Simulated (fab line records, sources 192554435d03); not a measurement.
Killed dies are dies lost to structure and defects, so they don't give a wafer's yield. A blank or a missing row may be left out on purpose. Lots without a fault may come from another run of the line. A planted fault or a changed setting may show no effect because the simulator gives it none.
Which tool did it? | flow n5_finfet | 11 lots, 27 wafers sampled, at 1 step of a route of 1938

WHAT THE GAUGES READ, wafer by wafer
N5_BEOL_M4_RC_MEAS_101.
lot  | measured     | on        | DIBL_N (mV/V)  | DIBL_P (mV/V)  | IOFF_N (nA/um) | IOFF_P (nA/um) | ION_N (uA/um) | ION_P (uA/um) | SS_N (mV/dec)  | SS_P (mV/dec)  | VT_N (mV)   | VT_P (mV)
L793 | day 7 20:10  | prober-01 | 35.2 36.8      | 35.1 35.2      | 0.17 0.21      | 0.22 0.22      | 691 694       | 472 466       | 70.9 71.7      | 73.1 73.5      | 244 242     | -245 -246
L798 | day 9 08:00  | prober-02 | 32.5 35.9 35.7 | 32.2 35.1 35.0 | 0.11 0.15 0.15 | 0.16 0.19 0.18 | 679 676 675   | 473 460 464   | 69.6 70.2 70.1 | 71.7 73.4 72.7 | 256 251 251 | -251 -251 -249
L799 | day 9 13:16  | prober-01 | 34.7 35.0 37.0 | 33.1 34.7 35.0 | 0.14 0.15 0.18 | 0.18 0.20 0.20 | 668 675 661   | 461 464 456   | 71.0 71.1 73.0 | 72.9 73.1 73.8 | 250 249 249 | -253 -250 -250
L805 | day 11 03:13 | prober-01 | 37.8 35.9      | 37.0 37.3      | 0.22 0.17      | 0.23 0.24      | 678 665       | 454 459       | 72.3 71.3      | 73.3 73.5      | 245 249     | -250 -245
L807 | day 12 04:15 | prober-01 | 38.6 38.6 35.6 | 39.3 39.2 36.2 | 0.22 0.21 0.17 | 0.24 0.26 0.20 | 685 683 696   | 466 472 474   | 72.4 72.2 71.3 | 73.3 73.0 72.3 | 248 248 248 | -251 -248 -249
L809 | day 12 05:52 | prober-02 | 33.6 35.3 34.5 | 34.1 36.7 37.0 | 0.12 0.14 0.14 | 0.17 0.20 0.21 | 669 647 688   | 457 447 473   | 71.5 71.2 70.9 | 72.7 72.7 73.6 | 255 251 250 | -253 -249 -249
L808 | day 12 08:11 | prober-01 | 38.6 34.9 39.8 | 39.1 34.7 40.8 | 0.21 0.13 0.25 | 0.25 0.18 0.29 | 687 658 683   | 462 448 465   | 72.5 72.0 72.4 | 74.8 73.1 74.8 | 246 254 242 | -249 -253 -246
L811 | day 12 09:59 | prober-01 | 33.9 39.8      | 30.5 39.0      | 0.13 0.27      | 0.16 0.30      | 653 696       | 444 469       | 70.8 72.6      | 72.2 73.9      | 252 241     | -256 -244
L813 | day 13 08:21 | prober-01 | 36.6 37.0      | 36.4 37.0      | 0.14 0.16      | 0.22 0.24      | 661 672       | 458 466       | 71.7 71.4      | 73.2 73.7      | 253 249     | -250 -249
L814 | day 13 13:23 | prober-01 | 34.7 33.0      | 35.0 31.9      | 0.12 0.11      | 0.17 0.15      | 664 663       | 460 464       | 71.2 70.9      | 72.7 71.9      | 254 258     | -253 -256
L815 | day 13 23:28 | prober-01 | 38.3 39.1      | 37.2 37.9      | 0.19 0.21      | 0.21 0.22      | 689 679       | 465 454       | 72.3 73.5      | 74.2 73.3      | 249 246     | -253 -250

WHICH TOOL RAN EACH LOT (tool, then ch and the chambers of the sampled wafers, then the start)
The record holds no process step before these readings.

WHAT THE TOOLS THEMSELVES READ (means of the sampled wafers that have a number; where no wafer has one, the mark that the record gives instead)
The record holds no such reading with a usual standard deviation.

THE ANSWER, worked out from the rows above alone
Rule: what is usual is taken from the lots themselves. Put in order of their means at a reading, lots are off if they are a third of the lots or fewer, leave a main group of 4 or more, and stand apart from it by a gap of 3 or more times the standard deviation of the main group's means; of several such gaps the widest counts. A main group whose means are all the same, to the digits that the tables above print for the reading, isn't used. A lot without any number at a reading at which 4 lots or more have one is off too. The other lots that the step has rows for count as sound. The gauges are gone through in route order, then the tools' own readings, and for those a lot's mean is taken as printed above. The first step at which some lot is off is used, and at that step the reading that is off furthest; a lot without a number counts as furthest.
No lot is off at any reading shown: from this, nothing can be told.

WHAT THE SIMULATOR HAD PUT IN
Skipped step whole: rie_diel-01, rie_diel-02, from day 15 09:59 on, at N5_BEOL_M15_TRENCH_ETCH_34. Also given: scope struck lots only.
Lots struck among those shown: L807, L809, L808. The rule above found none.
